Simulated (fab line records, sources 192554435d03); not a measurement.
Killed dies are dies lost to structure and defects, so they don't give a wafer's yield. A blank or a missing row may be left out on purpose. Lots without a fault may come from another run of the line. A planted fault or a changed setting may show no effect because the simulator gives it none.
Which tool did it? | flow n5_finfet | 24 lots, 72 wafers sampled, at 6 steps of a route of 1938

WHAT THE GAUGES READ, wafer by wafer
N5_BEOL_M10_THK_MEAS_53: measures by xrf.
lot  | measured     | on            | M10_THK (nm)
L074 | day 10 05:22 | film_metro-02 | 135.8 140.3 136.3
L075 | day 10 12:47 | film_metro-02 | 138.9 138.6 140.6
L076 | day 11 05:23 | film_metro-02 | 138.5 138.9 134.7
L077 | day 11 09:07 | film_metro-01 | 136.8 143.5 143.0
L078 | day 11 09:40 | film_metro-01 | 140.2 140.3 136.2
L079 | day 11 17:18 | film_metro-01 | 141.5 144.1 139.7
L082 | day 12 04:42 | film_metro-01 | 140.0 140.2 143.2
L080 | day 12 05:20 | film_metro-01 | 141.5 140.4 143.6
L081 | day 12 02:49 | film_metro-01 | 140.7 135.4 141.5
L083 | day 12 11:25 | film_metro-01 | 140.2 139.4 137.4
L086 | day 13 11:04 | film_metro-02 | 139.4 136.2 145.0
L085 | day 13 14:50 | film_metro-02 | 146.2 143.0 138.0
L084 | day 13 14:34 | film_metro-02 | 137.3 142.1 138.4
L087 | day 13 18:16 | film_metro-01 | 136.9 139.1 138.8
L088 | day 13 21:02 | film_metro-02 | 141.4 140.2 140.1
L089 | day 14 11:23 | film_metro-02 | 136.7 142.9 139.4
L090 | day 14 11:53 | film_metro-01 | 136.2 142.5 137.0
L092 | day 14 18:50 | film_metro-01 | 140.8 138.1 136.9
L091 | day 14 21:56 | film_metro-01 | 141.6 138.6 145.6
L094 | day 15 05:01 | film_metro-01 | 143.0 138.8 141.5
L093 | day 15 10:38 | film_metro-01 | 139.1 137.0 142.3
L096 | day 15 21:05 | film_metro-02 | 136.6 139.3 145.9
L095 | day 15 19:14 | film_metro-02 | 137.8 134.7 140.1
L097 | day 16 03:17 | film_metro-01 | 143.6 144.8 140.4

WHICH TOOL RAN EACH LOT (tool, then ch and the chambers of the sampled wafers, then the start)
lot  | N5_BEOL_M10_HM_DEP_02        | N5_BEOL_M10_ETCH_65                | N5_BEOL_M10_ETCH_66                | N5_BEOL_M10_VIA_ETCH_34            | N5_BEOL_M10_DEGAS_44
L074 | pvd_sputter-01, day 9 22:19  | rie_diel-01 ch 0,1,2, day 9 23:54  | rie_diel-01 ch 0,1,2, day 9 23:57  | rie_diel-01 ch 0,1,2, day 10 00:04 | pvd_sputter-03, day 10 01:52
L075 | pvd_sputter-02, day 10 07:33 | rie_diel-06 ch 0,1,3, day 10 09:43 | rie_diel-06 ch 0,1,3, day 10 09:46 | rie_diel-06 ch 0,1,3, day 10 09:53 | pvd_sputter-03, day 10 10:53
L076 | pvd_sputter-03, day 10 23:58 | rie_diel-06 ch 0,2,3, day 11 01:54 | rie_diel-06 ch 0,2,3, day 11 01:57 | rie_diel-06 ch 0,2,3, day 11 02:04 | pvd_sputter-03, day 11 04:00
L077 | pvd_sputter-01, day 11 03:43 | rie_diel-05 ch 0,1, day 11 06:29   | rie_diel-05 ch 0,1, day 11 06:32   | rie_diel-05 ch 0,1, day 11 06:40   | pvd_sputter-02, day 11 07:34
L078 | pvd_sputter-03, day 11 03:54 | rie_diel-01 ch 1,2,3, day 11 06:41 | rie_diel-01 ch 1,2,3, day 11 06:44 | rie_diel-01 ch 1,2,3, day 11 06:52 | pvd_sputter-02, day 11 07:49
L079 | pvd_sputter-02, day 11 07:14 | rie_diel-05 ch 0,2,3, day 11 13:32 | rie_diel-05 ch 0,2,3, day 11 13:35 | rie_diel-05 ch 0,2,3, day 11 13:43 | pvd_sputter-02, day 11 15:49
L082 | pvd_sputter-01, day 11 20:11 | rie_diel-05 ch 0,3, day 12 00:29   | rie_diel-05 ch 0,3, day 12 00:32   | rie_diel-05 ch 0,3, day 12 00:39   | pvd_sputter-01, day 12 01:35
L080 | pvd_sputter-01, day 11 20:23 | rie_diel-01 ch 1,3, day 12 01:02   | rie_diel-01 ch 1,3, day 12 01:05   | rie_diel-01 ch 1,3, day 12 01:13   | pvd_sputter-02, day 12 03:42
L081 | pvd_sputter-01, day 11 20:29 | rie_diel-06 ch 1,2, day 12 00:12   | rie_diel-06 ch 1,2, day 12 00:15   | rie_diel-06 ch 1,2, day 12 00:23   | pvd_sputter-03, day 12 01:13
L083 | pvd_sputter-03, day 12 04:32 | rie_diel-06 ch 1,2, day 12 06:44   | rie_diel-06 ch 1,2, day 12 06:47   | rie_diel-06 ch 1,2, day 12 06:55   | pvd_sputter-02, day 12 08:17
L086 | pvd_sputter-02, day 13 03:47 | rie_diel-01 ch 0,1,3, day 13 07:59 | rie_diel-01 ch 0,1,3, day 13 08:02 | rie_diel-01 ch 0,1,3, day 13 08:09 | pvd_sputter-02, day 13 09:01
L085 | pvd_sputter-01, day 13 08:38 | rie_diel-05 ch 0,2,3, day 13 10:16 | rie_diel-05 ch 0,2,3, day 13 10:19 | rie_diel-05 ch 0,2,3, day 13 10:26 | pvd_sputter-01, day 13 12:56
L084 | pvd_sputter-01, day 13 08:44 | rie_diel-06 ch 0,1,3, day 13 10:46 | rie_diel-06 ch 0,1,3, day 13 10:49 | rie_diel-06 ch 0,1,3, day 13 10:56 | pvd_sputter-01, day 13 13:01
L087 | pvd_sputter-03, day 13 13:23 | rie_diel-01 ch 0,1,3, day 13 15:22 | rie_diel-01 ch 0,1,3, day 13 15:25 | rie_diel-01 ch 0,1,3, day 13 15:33 | pvd_sputter-01, day 13 16:50
L088 | pvd_sputter-03, day 13 13:55 | rie_diel-01 ch 0,1,3, day 13 16:28 | rie_diel-01 ch 0,1,3, day 13 16:31 | rie_diel-01 ch 0,1,3, day 13 16:38 | pvd_sputter-01, day 13 17:40
L089 | pvd_sputter-02, day 14 05:48 | rie_diel-05 ch 0,1,3, day 14 07:57 | rie_diel-05 ch 0,1,3, day 14 08:00 | rie_diel-05 ch 0,1,3, day 14 08:07 | pvd_sputter-01, day 14 09:40
L090 | pvd_sputter-02, day 14 05:56 | rie_diel-06 ch 0,1,3, day 14 08:10 | rie_diel-06 ch 0,1,3, day 14 08:13 | rie_diel-06 ch 0,1,3, day 14 08:20 | pvd_sputter-01, day 14 09:45
L092 | pvd_sputter-03, day 14 13:35 | rie_diel-01 ch 0,2,3, day 14 16:11 | rie_diel-01 ch 0,2,3, day 14 16:14 | rie_diel-01 ch 0,2,3, day 14 16:22 | pvd_sputter-02, day 14 17:21
L091 | pvd_sputter-02, day 14 16:55 | rie_diel-01 ch 0,1,3, day 14 18:29 | rie_diel-01 ch 0,1,3, day 14 18:32 | rie_diel-01 ch 0,1,3, day 14 18:39 | pvd_sputter-02, day 14 19:55
L094 | pvd_sputter-01, day 14 20:54 | rie_diel-05 ch 0,1,2, day 15 01:44 | rie_diel-05 ch 0,1,2, day 15 01:47 | rie_diel-05 ch 0,1,2, day 15 01:55 | pvd_sputter-01, day 15 03:04
L093 | pvd_sputter-02, day 15 04:16 | rie_diel-06 ch 0,1,2, day 15 07:13 | rie_diel-06 ch 0,1,2, day 15 07:16 | rie_diel-06 ch 0,1,2, day 15 07:23 | pvd_sputter-01, day 15 08:49
L096 | pvd_sputter-01, day 15 13:23 | rie_diel-05 ch 1,2,3, day 15 16:50 | rie_diel-05 ch 1,2,3, day 15 16:53 | rie_diel-05 ch 1,2,3, day 15 17:00 | pvd_sputter-01, day 15 18:02
L095 | pvd_sputter-01, day 15 13:32 | rie_diel-01 ch 0,1,3, day 15 16:26 | rie_diel-01 ch 0,1,3, day 15 16:29 | rie_diel-01 ch 0,1,3, day 15 16:37 | pvd_sputter-01, day 15 17:39
L097 | pvd_sputter-03, day 15 20:45 | rie_diel-05 ch 0,2,3, day 15 22:30 | rie_diel-05 ch 0,2,3, day 15 22:33 | rie_diel-05 ch 0,2,3, day 15 22:41 | pvd_sputter-03, day 16 01:37
- N5_BEOL_M10_HM_DEP_02: deposits TiN, target thk 20 nm.
- N5_BEOL_M10_ETCH_65: etches SiARC in CF4, target depth 39 nm, time 65 s.
- N5_BEOL_M10_ETCH_66: etches SOC in N2/H2, target depth 120 nm, overetch 24 nm, time 180 s.
- N5_BEOL_M10_VIA_ETCH_34: etches SiCOH lowk in C4F6/O2, target depth 184.5 nm, time 69.2 s.
- N5_BEOL_M10_DEGAS_44: time 60 s.

WHAT THE TOOLS THEMSELVES READ (means of the sampled wafers that have a number; where no wafer has one, the mark that the record gives instead)
N5_BEOL_M10_HM_DEP_02.
lot  | tool           | throttle_valve_pct (%)
L074 | pvd_sputter-01 | 29.1
L075 | pvd_sputter-02 | 30.9
L076 | pvd_sputter-03 | 29.3
L077 | pvd_sputter-01 | 29.5
L078 | pvd_sputter-03 | 28.6
L079 | pvd_sputter-02 | 30.9
L082 | pvd_sputter-01 | 30.8
L080 | pvd_sputter-01 | 28.3
L081 | pvd_sputter-01 | 29.6
L083 | pvd_sputter-03 | 29.4
L086 | pvd_sputter-02 | 30.9
L085 | pvd_sputter-01 | 29.2
L084 | pvd_sputter-01 | 29.1
L087 | pvd_sputter-03 | 28.6
L088 | pvd_sputter-03 | 29.4
L089 | pvd_sputter-02 | 30.8
L090 | pvd_sputter-02 | 30.9
L092 | pvd_sputter-03 | 29.2
L091 | pvd_sputter-02 | 30.7
L094 | pvd_sputter-01 | 30.9
L093 | pvd_sputter-02 | 31.0
L096 | pvd_sputter-01 | 30.4
L095 | pvd_sputter-01 | 29.1
L097 | pvd_sputter-03 | 30.2

N5_BEOL_M10_ETCH_65.
lot  | tool        | drypump_motor_current_A (A) | etch_rf_on_time_s (s) | oes_product_au (a.u.) | rf_vpp_V (V) | showerhead_plenum_p_Torr (Torr) | throttle_valve_pct (%)
L074 | rie_diel-01 | 5.7                         | 65.4                  | 0.70                  | 183.2        | 2.13                            | 15.61
L075 | rie_diel-06 | 5.3                         | 65.1                  | 0.65                  | 184.1        | 2.12                            | 15.70
L076 | rie_diel-06 | 5.8                         | 65.3                  | 0.63                  | 183.8        | 2.14                            | 15.82
L077 | rie_diel-05 | 6.3                         | 64.8                  | 0.78                  | 183.6        | 2.15                            | 15.37
L078 | rie_diel-01 | 5.7                         | 65.1                  | 0.66                  | 184.0        | 2.17                            | 15.80
L079 | rie_diel-05 | 5.8                         | 64.8                  | 0.70                  | 184.2        | 2.19                            | 15.49
L082 | rie_diel-05 | 6.3                         | 64.6                  | 0.78                  | 184.0        | 2.15                            | 15.23
L080 | rie_diel-01 | 5.4                         | 63.3                  | 0.66                  | 183.5        | 2.16                            | 15.92
L081 | rie_diel-06 | 5.6                         | 65.7                  | 0.70                  | 184.2        | 2.16                            | 15.54
L083 | rie_diel-06 | 6.1                         | 66.3                  | 0.76                  | 184.6        | 2.17                            | 15.48
L086 | rie_diel-01 | 5.4                         | 64.6                  | 0.67                  | 183.3        | 2.12                            | 15.77
L085 | rie_diel-05 | 5.8                         | 64.4                  | 0.77                  | 184.7        | 2.18                            | 15.37
L084 | rie_diel-06 | 5.3                         | 65.4                  | 0.63                  | 183.7        | 2.11                            | 15.75
L087 | rie_diel-01 | 5.4                         | 66.8                  | 0.66                  | 184.0        | 2.11                            | 15.78
L088 | rie_diel-01 | 5.4                         | 65.0                  | 0.67                  | 183.3        | 2.11                            | 15.79
L089 | rie_diel-05 | 6.0                         | 64.4                  | 0.70                  | 184.1        | 2.19                            | 15.49
L090 | rie_diel-06 | 5.3                         | 65.0                  | 0.63                  | 183.2        | 2.11                            | 15.76
L092 | rie_diel-01 | 5.5                         | 65.4                  | 0.70                  | 184.8        | 2.15                            | 15.73
L091 | rie_diel-01 | 5.4                         | 65.5                  | 0.74                  | 184.3        | 2.11                            | 15.61
L094 | rie_diel-05 | 5.8                         | 64.6                  | 0.74                  | 183.9        | 2.17                            | 15.55
L093 | rie_diel-06 | 5.6                         | 66.3                  | 0.67                  | 183.9        | 2.13                            | 15.61
L096 | rie_diel-05 | 5.5                         | 65.3                  | 0.70                  | 184.5        | 2.21                            | 15.61
L095 | rie_diel-01 | 5.4                         | 65.8                  | 0.72                  | 183.5        | 2.11                            | 15.63
L097 | rie_diel-05 | 5.8                         | 64.9                  | 0.74                  | 184.6        | 2.17                            | 15.40

N5_BEOL_M10_ETCH_66.
lot  | tool        | drypump_motor_current_A (A) | h2_flow_sccm (sccm) | oes_product_au (a.u.) | rf_vpp_V (V) | showerhead_plenum_p_Torr (Torr) | throttle_valve_pct (%)
L074 | rie_diel-01 | 5.7                         | 199.8               | 0.66                  | 522.7        | 2.53                            | 17.81
L075 | rie_diel-06 | 5.3                         | 200.3               | 0.62                  | 522.7        | 2.51                            | 17.81
L076 | rie_diel-06 | 5.8                         | 200.5               | 0.60                  | 522.7        | 2.54                            | 17.91
L077 | rie_diel-05 | 6.3                         | 199.4               | 0.74                  | 524.0        | 2.55                            | 17.68
L078 | rie_diel-01 | 5.7                         | 200.1               | 0.63                  | 525.3        | 2.57                            | 18.02
L079 | rie_diel-05 | 5.8                         | 200.2               | 0.66                  | 525.9        | 2.59                            | 17.73
L082 | rie_diel-05 | 6.3                         | 199.7               | 0.74                  | 524.8        | 2.55                            | 17.53
L080 | rie_diel-01 | 5.4                         | 200.5               | 0.61                  | 524.6        | 2.56                            | 18.05
L081 | rie_diel-06 | 5.7                         | 199.6               | 0.67                  | 524.1        | 2.55                            | 17.57
L083 | rie_diel-06 | 6.1                         | 200.3               | 0.73                  | 524.8        | 2.57                            | 17.53
L086 | rie_diel-01 | 5.4                         | 199.8               | 0.63                  | 523.2        | 2.50                            | 17.91
L085 | rie_diel-05 | 5.8                         | 200.2               | 0.73                  | 525.7        | 2.59                            | 17.62
L084 | rie_diel-06 | 5.3                         | 199.9               | 0.59                  | 522.5        | 2.50                            | 17.84
L087 | rie_diel-01 | 5.5                         | 200.1               | 0.63                  | 523.3        | 2.50                            | 17.90
L088 | rie_diel-01 | 5.4                         | 200.1               | 0.63                  | 522.6        | 2.50                            | 17.91
L089 | rie_diel-05 | 6.0                         | 199.8               | 0.66                  | 525.8        | 2.60                            | 17.74
L090 | rie_diel-06 | 5.3                         | 199.9               | 0.59                  | 522.8        | 2.50                            | 17.87
L092 | rie_diel-01 | 5.5                         | 200.2               | 0.66                  | 524.5        | 2.55                            | 17.88
L091 | rie_diel-01 | 5.5                         | 200.0               | 0.70                  | 522.8        | 2.50                            | 17.75
L094 | rie_diel-05 | 5.8                         | 199.7               | 0.70                  | 524.6        | 2.58                            | 17.82
L093 | rie_diel-06 | 5.6                         | 200.4               | 0.65                  | 523.0        | 2.52                            | 17.68
L096 | rie_diel-05 | 5.5                         | 200.3               | 0.65                  | 526.1        | 2.64                            | 17.83
L095 | rie_diel-01 | 5.4                         | 200.3               | 0.69                  | 523.6        | 2.50                            | 17.77
L097 | rie_diel-05 | 5.8                         | 200.0               | 0.69                  | 524.3        | 2.58                            | 17.65

N5_BEOL_M10_VIA_ETCH_34.
lot  | tool        | drypump_motor_current_A (A) | oes_f_703_au (a.u.) | oes_product_au (a.u.) | rf_vpp_V (V) | showerhead_plenum_p_Torr (Torr) | throttle_valve_pct (%)
L074 | rie_diel-01 | 5.7                         | 0.82                | 0.82                  | 672          | 2.83                            | 20.94
L075 | rie_diel-06 | 5.3                         | 0.77                | 0.76                  | 668          | 2.81                            | 20.91
L076 | rie_diel-06 | 5.8                         | 0.74                | 0.73                  | 672          | 2.83                            | 21.01
L077 | rie_diel-05 | 6.3                         | 0.90                | 0.91                  | 675          | 2.87                            | 20.79
L078 | rie_diel-01 | 5.8                         | 0.78                | 0.77                  | 668          | 2.88                            | 21.10
L079 | rie_diel-05 | 5.8                         | 0.81                | 0.82                  | 672          | 2.92                            | 20.87
L082 | rie_diel-05 | 6.3                         | 0.89                | 0.92                  | 666          | 2.87                            | 20.64
L080 | rie_diel-01 | 5.5                         | 0.76                | 0.76                  | 673          | 2.88                            | 21.25
L081 | rie_diel-06 | 5.6                         | 0.80                | 0.81                  | 665          | 2.87                            | 20.85
L083 | rie_diel-06 | 6.1                         | 0.88                | 0.89                  | 671          | 2.90                            | 20.82
L086 | rie_diel-01 | 5.4                         | 0.77                | 0.79                  | 676          | 2.82                            | 21.11
L085 | rie_diel-05 | 5.8                         | 0.89                | 0.90                  | 672          | 2.91                            | 20.78
L084 | rie_diel-06 | 5.3                         | 0.75                | 0.74                  | 666          | 2.80                            | 20.96
L087 | rie_diel-01 | 5.4                         | 0.77                | 0.78                  | 676          | 2.82                            | 21.11
L088 | rie_diel-01 | 5.5                         | 0.77                | 0.77                  | 675          | 2.82                            | 21.11
L089 | rie_diel-05 | 6.0                         | 0.80                | 0.82                  | 675          | 2.91                            | 20.81
L090 | rie_diel-06 | 5.3                         | 0.74                | 0.73                  | 667          | 2.80                            | 20.98
L092 | rie_diel-01 | 5.5                         | 0.81                | 0.81                  | 673          | 2.86                            | 21.07
L091 | rie_diel-01 | 5.4                         | 0.86                | 0.86                  | 675          | 2.81                            | 20.98
L094 | rie_diel-05 | 5.8                         | 0.84                | 0.86                  | 680          | 2.90                            | 20.96
L093 | rie_diel-06 | 5.5                         | 0.79                | 0.79                  | 671          | 2.83                            | 20.89
L096 | rie_diel-05 | 5.5                         | 0.80                | 0.82                  | 680          | 2.95                            | 20.95
L095 | rie_diel-01 | 5.4                         | 0.84                | 0.85                  | 675          | 2.81                            | 21.00
L097 | rie_diel-05 | 5.8                         | 0.85                | 0.87                  | 671          | 2.90                            | 20.82

N5_BEOL_M10_DEGAS_44.
lot  | tool           | heater_power_w (W)
L074 | pvd_sputter-03 | 319
L075 | pvd_sputter-03 | 332
L076 | pvd_sputter-03 | 323
L077 | pvd_sputter-02 | 355
L078 | pvd_sputter-02 | 347
L079 | pvd_sputter-02 | 359
L082 | pvd_sputter-01 | 358
L080 | pvd_sputter-02 | 354
L081 | pvd_sputter-03 | 324
L083 | pvd_sputter-02 | 351
L086 | pvd_sputter-02 | 353
L085 | pvd_sputter-01 | 325
L084 | pvd_sputter-01 | 338
L087 | pvd_sputter-01 | 351
L088 | pvd_sputter-01 | 350
L089 | pvd_sputter-01 | 354
L090 | pvd_sputter-01 | 357
L092 | pvd_sputter-02 | 339
L091 | pvd_sputter-02 | 359
L094 | pvd_sputter-01 | 357
L093 | pvd_sputter-01 | 348
L096 | pvd_sputter-01 | 300
L095 | pvd_sputter-01 | 331
L097 | pvd_sputter-03 | 316

THE ANSWER, worked out from the rows above alone
Rule: what is usual is taken from the lots themselves. Put in order of their means at a reading, lots are off if they are a third of the lots or fewer, leave a main group of 4 or more, and stand apart from it by a gap of 3 or more times the standard deviation of the main group's means; of several such gaps the widest counts. A main group whose means are all the same, to the digits that the tables above print for the reading, isn't used. A lot without any number at a reading at which 4 lots or more have one is off too. The other lots that the step has rows for count as sound. The gauges are gone through in route order, then the tools' own readings, and for those a lot's mean is taken as printed above. The first step at which some lot is off is used, and at that step the reading that is off furthest; a lot without a number counts as furthest.
No lot is off at any reading shown: from this, nothing can be told.

WHAT THE SIMULATOR HAD PUT IN
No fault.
